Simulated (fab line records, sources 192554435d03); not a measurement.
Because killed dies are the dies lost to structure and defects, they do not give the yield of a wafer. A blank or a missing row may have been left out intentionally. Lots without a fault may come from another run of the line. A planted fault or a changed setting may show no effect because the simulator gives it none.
Which of the tools did it? | flow n5Finfet | 11 lots, 33 wafers sampled, at 4 steps of a route of 1938

WHAT THE GAUGES READ, wafer by wafer
N5_WELL_APT_CD_MEAS_25: target cd 200 nm. Usual: cdNm reads 200.2 nm (standard deviation 1.8).
lot  | measured    | on       | cdNm (nm)         | flag
L839 | day 2 04:21 | cdSem-01 | 201.8 201.8 202.5 | 
L840 | day 2 09:02 | cdSem-02 | 200.3 200.7 199.5 | 
L841 | day 2 15:05 | cdSem-02 | 197.6 197.6 198.8 | 
L842 | day 2 22:21 | cdSem-02 | 202.9 201.3 201.9 | 
L843 | day 3 03:13 | cdSem-01 | 200.7 199.3 199.1 | 
L844 | day 3 09:25 | cdSem-03 | 199.8 202.5 201.6 | 
L846 | day 3 20:53 | cdSem-02 | 200.9 195.9 193.9 | 
L856 | day 6 09:05 | cdSem-03 | 201.1 201.5 199.9 | 
L857 | day 6 15:02 | cdSem-01 | 200.4 198.2 201.0 | 
L858 | day 6 22:11 | cdSem-03 | 196.9 196.8 196.4 | 
L860 | day 7 09:29 | cdSem-01 | 199.7 199.9 201.0 | 

N5_WELL_APT_OVL_MEAS_26. Usual: PWELL_OVL typically reads 1 nm, with standard deviation 5.9.
lot  | measured    | on         | PWELL_OVL (nm) | flag
L839 | day 2 04:23 | overlay-01 | 8 13 4         | 
L840 | day 2 09:04 | overlay-02 | 20 11 6        | 
L841 | day 2 15:07 | overlay-01 | 7 -3 4         | 
L842 | day 2 22:23 | overlay-02 | 1 2 -4         | 
L843 | day 3 03:14 | overlay-02 | -1 10 2        | 
L844 | day 3 09:27 | overlay-01 | -1 2 4         | 
L846 | day 3 20:55 | overlay-01 | 5 -2 6         | 
L856 | day 6 09:07 | overlay-01 | -4 -6 -10      | 
L857 | day 6 15:05 | overlay-01 | 4 1 2          | 
L858 | day 6 22:13 | overlay-01 | -11 -3 -5      | 
L860 | day 7 09:31 | overlay-01 | -10 -1 -5      | 

WHICH TOOL RAN EACH LOT (tool, then ch and the chambers of the sampled wafers, then the start)
lot  | N5_ZERO_LAYER_ETCH_18          | N5_WELL_APT_EXPOSE_22
L839 | rieSi-01 ch 0,1,3, day 2 00:58 | krfScanner-02 ch 0, day 2 04:11
L840 | rieSi-01 ch 0,2,3, day 2 06:50 | krfScanner-01 ch 0, day 2 08:52
L841 | rieSi-01 ch 0,1,2, day 2 12:48 | krfScanner-02 ch 0, day 2 14:55
L842 | rieSi-01 ch 0,2,3, day 2 18:52 | krfScanner-01 ch 0, day 2 22:11
L843 | rieSi-04 ch 0,2,3, day 3 00:56 | krfScanner-02 ch 0, day 3 03:03
L844 | rieSi-04 ch 0,3, day 3 07:01   | krfScanner-01 ch 0, day 3 09:16
L846 | rieSi-04 ch 0,1,3, day 3 18:47 | krfScanner-02 ch 0, day 3 20:43
L856 | rieSi-06 ch 0,2,3, day 6 06:55 | krfScanner-01 ch 0, day 6 08:55
L857 | rieSi-01 ch 0,2,3, day 6 13:10 | krfScanner-01 ch 0, day 6 14:52
L858 | rieSi-06 ch 0,1,3, day 6 20:08 | krfScanner-01 ch 0, day 6 22:01
L860 | rieSi-04 ch 1,2,3, day 7 07:09 | krfScanner-02 ch 0, day 7 09:19
- N5_ZERO_LAYER_ETCH_18: etches Si in HBr/Cl2, target depth 120 nm, time 40 s.
- N5_WELL_APT_EXPOSE_22: exposes mask PWELL, defocus 0 nm, target cd 200 nm.

WHAT THE TOOLS THEMSELVES READ (means of the sampled wafers that have a number; where no wafer has one, the mark that the record gives instead)
N5_ZERO_LAYER_ETCH_18. Usual: biasW 74.97 W, standard deviation 0.21; chamberPressureMTorr 10.002 mTorr, standard deviation 0.011; drypumpMotorCurrentA 5.7 A, standard deviation 0.58; oesProductAu 0.998 a.u., standard deviation 0.018; throttleValvePct 36.27 %, standard deviation 0.13.
lot  | tool     | biasW (W) | chamberPressureMTorr (mTorr) | drypumpMotorCurrentA (A) | oesProductAu (a.u.) | throttleValvePct (%) | flag
L839 | rieSi-01 | 75.01     | 10.003                       | 5.3                      | 1.005               | 36.29                | 
L840 | rieSi-01 | 74.94     | 10.000                       | 5.1                      | 0.992               | 36.30                | 
L841 | rieSi-01 | 74.74     | 9.996                        | 5.1                      | 1.018               | 36.32                | 
L842 | rieSi-01 | 74.97     | 10.008                       | 5.1                      | 0.987               | 36.31                | 
L843 | rieSi-04 | 74.83     | 10.002                       | 6.1                      | 0.998               | 36.32                | 
L844 | rieSi-04 | 74.87     | 10.006                       | 6.6                      | 0.991               | 36.29                | 
L846 | rieSi-04 | 74.98     | 10.002                       | 6.3                      | 1.001               | 36.32                | 
L856 | rieSi-06 | 75.29     | 10.002                       | 6.1                      | 1.003               | 36.19                | 
L857 | rieSi-01 | 74.83     | 9.987                        | 5.1                      | 0.993               | 36.30                | 
L858 | rieSi-06 | 75.02     | 10.009                       | 5.9                      | 0.987               | 36.25                | 
L860 | rieSi-04 | 74.84     | 10.001                       | 5.9                      | 1.002               | 36.30                | 

N5_WELL_APT_EXPOSE_22. Usual: exposureDoseMJCm2 23.186, standard deviation 0.026; stageVelMmS 499.98 mm/s, standard deviation 0.24.
lot  | tool          | exposureDoseMJCm2 | stageVelMmS (mm/s) | flag
L839 | krfScanner-02 | 23.174            | 499.89             | 
L840 | krfScanner-01 | 23.162            | 500.18             | 
L841 | krfScanner-02 | 23.167            | 500.24             | 
L842 | krfScanner-01 | 23.211            | 500.20             | 
L843 | krfScanner-02 | 23.158            | 499.95             | 
L844 | krfScanner-01 | 23.187            | 499.92             | 
L846 | krfScanner-02 | 23.190            | 499.80             | 
L856 | krfScanner-01 | 23.171            | 499.93             | 
L857 | krfScanner-01 | 23.195            | 499.68             | 
L858 | krfScanner-01 | 23.202            | 499.94             | 
L860 | krfScanner-02 | 23.184            | 499.84             | 

THE ANSWER, worked out from the rows above alone
Rule: lot off if the mean of its wafers having a number is beyond 3 standard deviations from the usual mean. Also off: a lot with no number at a reading for which 4 or more lots have one. The other lots that the step has rows for count as sound. First the gauges in route order, then the tools' own readings, where a lot's mean is used as printed above. At the first step where some lot is off, the reading lying furthest off is the one used; lots without a number count as furthest.
No lot is off at any reading shown: from this, nothing can be told.

WHAT WAS PUT IN BY THE SIMULATOR
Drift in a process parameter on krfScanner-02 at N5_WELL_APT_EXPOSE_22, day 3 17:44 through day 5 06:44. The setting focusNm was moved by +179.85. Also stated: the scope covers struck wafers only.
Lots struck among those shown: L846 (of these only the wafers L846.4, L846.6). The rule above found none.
